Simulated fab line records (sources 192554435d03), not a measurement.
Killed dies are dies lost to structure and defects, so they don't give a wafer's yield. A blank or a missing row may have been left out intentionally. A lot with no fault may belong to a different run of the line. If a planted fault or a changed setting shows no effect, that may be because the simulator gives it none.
A struck lot beside a sound one + flow n5_finfet + 16 out of 1938 route steps
Sound: the wafers L661.1, L661.2, L661.5. Struck: wafers L666.4, L666.6. (L666.5 of the same lot was not struck and is left out.) The cause comes at the end.
Each step with rows lists, per side, the tool, then ch with its chambers, then its first start. Under that, the readings that differ: sound wafers + struck wafers + difference of the means + sigmas: that difference in standard deviations of wafers without a fault.
alike: readings whose means differ by less than 2 such deviations, and words and numbers that are the same on both sides. not compared: withheld readings, readings that some wafer has no value for, bounds like >300 that may hide the same value, and numbers for which the record gives no deviation and whose values overlap.
Wherever a step has rows on one side only, a row that says differs or no value, or a row with sigmas, the two part there. Numbers that have no deviation but don't overlap get no sigmas and don't part them. Lack of a reading on every wafer of one side parts them only where that side has two or more wafers.

first, 7 steps without rows for these wafers: N5_BEOL_M13_COAT_22 (resist thk 300 nm); N5_BEOL_M13_EBR_24; N5_BEOL_M13_SOFTBAKE_23 (time 60 s); N5_BEOL_M13_EXPOSE_25 (exposes mask M13, target cd 210 nm); N5_BEOL_M13_PEB_26 (peb time 90 s); N5_BEOL_M13_DEVELOP_27 (develop time 45 s); N5_BEOL_M13_HARDBAKE_32 (time 120 s).
N5_BEOL_M13_CD_MEAS_28 targets a cd of 209.5 nm.
  sound on cd_sem-02 ch 0, day 12 23:44; struck on cd_sem-03 ch 0, day 13 23:46
  alike: cd_nm
N5_BEOL_M13_OVL_MEAS_29:
  sound on overlay-02 ch 0, day 12 23:46; struck on overlay-01 ch 0, day 13 23:47
  alike: M13_OVL
N5_BEOL_M13_INSPECT_30: inspects for defects (macro).
  sound on defect_inspect-01, day 12 23:47; struck on defect_inspect-01, day 13 23:49
  alike: raw_defect_count
N5_BEOL_M13_DESCUM_33: chemistry O2, time 7.9 s.
  sound on rie_diel-04 ch 2,3, day 13 00:07; struck on rie_diel-04 ch 0, day 13 23:51
| reading               | sound          | struck    | difference | sigmas |
|-----------------------|----------------|-----------|------------|--------|
| oes_product_au (a.u.) | 0.86 0.95 0.85 | 0.70 0.71 | -0.18      | -2     |
  alike: drypump_motor_current_A, rf_vpp_V, showerhead_plenum_p_Torr, throttle_valve_pct
  not compared: rf_hours_counter_h
N5_BEOL_M13_ETCH_67: etches SiARC in CF4, target depth 143 nm, time 238.3 s.
  sound on rie_diel-04 ch 2,3, day 13 00:10; struck on rie_diel-04 ch 0, day 13 23:53
| reading               | sound          | struck    | difference | sigmas |
|-----------------------|----------------|-----------|------------|--------|
| oes_product_au (a.u.) | 0.74 0.82 0.74 | 0.61 0.61 | -0.16      | -2     |
  alike: drypump_motor_current_A, etch_rf_on_time_s, rf_vpp_V, showerhead_plenum_p_Torr, throttle_valve_pct
  not compared: rf_hours_counter_h
N5_BEOL_M13_ETCH_68: etches SOC in N2/H2, time 355 s.
  sound on rie_diel-04 ch 2,3, day 13 00:19; struck on rie_diel-04 ch 0, day 14 00:02
| reading                                     | sound          | struck    | difference | sigmas |
|---------------------------------------------|----------------|-----------|------------|--------|
| oes_product_au (a.u.)                       | 0.87 0.95 0.87 | 0.65 0.64 | -0.25      | -3     |
| model.SiARC_of_BEOL_M13_COAT_66.thk_nm (nm) | 76.8 77.6 76.6 | 81.6 82   | +4.8       |        |
  alike: drypump_motor_current_A, rf_vpp_V, showerhead_plenum_p_Torr, throttle_valve_pct
  not compared: rf_hours_counter_h
then, 1 step without rows for these wafers: N5_BEOL_M13_STRIP_69 (strips in N2/H2).
N5_BEOL_M13_TRENCH_ETCH_34: etches SiOC in C4F8/O2/Ar, target depth 413.47 nm, time 162.6 s.
  sound on rie_diel-04 ch 2,3, day 13 00:32; struck on rie_diel-04 ch 0, day 14 00:15
| reading                   | sound             | struck    | difference | sigmas |
|---------------------------|-------------------|-----------|------------|--------|
| oes_product_au (a.u.)     | 0.87 0.95 0.86    | 0.71 0.70 | -0.19      | -3     |
| model.BEOL_M13.cd_nm (nm) | 210.8 211.8 209.8 | 208.2 208 | -2.7       |        |
  alike: drypump_motor_current_A, he_outer_torr, rf_vpp_V, showerhead_plenum_p_Torr, throttle_valve_pct
  not compared: rf_hours_counter_h
then, 1 step without rows for these wafers: N5_BEOL_M13_STRIP_70 (strips in C4F8/O2/Ar).

WHERE THEY PART
First at N5_BEOL_M13_DESCUM_33; last, within this record, at N5_BEOL_M13_TRENCH_ETCH_34.

WHY: whatever the simulator had introduced
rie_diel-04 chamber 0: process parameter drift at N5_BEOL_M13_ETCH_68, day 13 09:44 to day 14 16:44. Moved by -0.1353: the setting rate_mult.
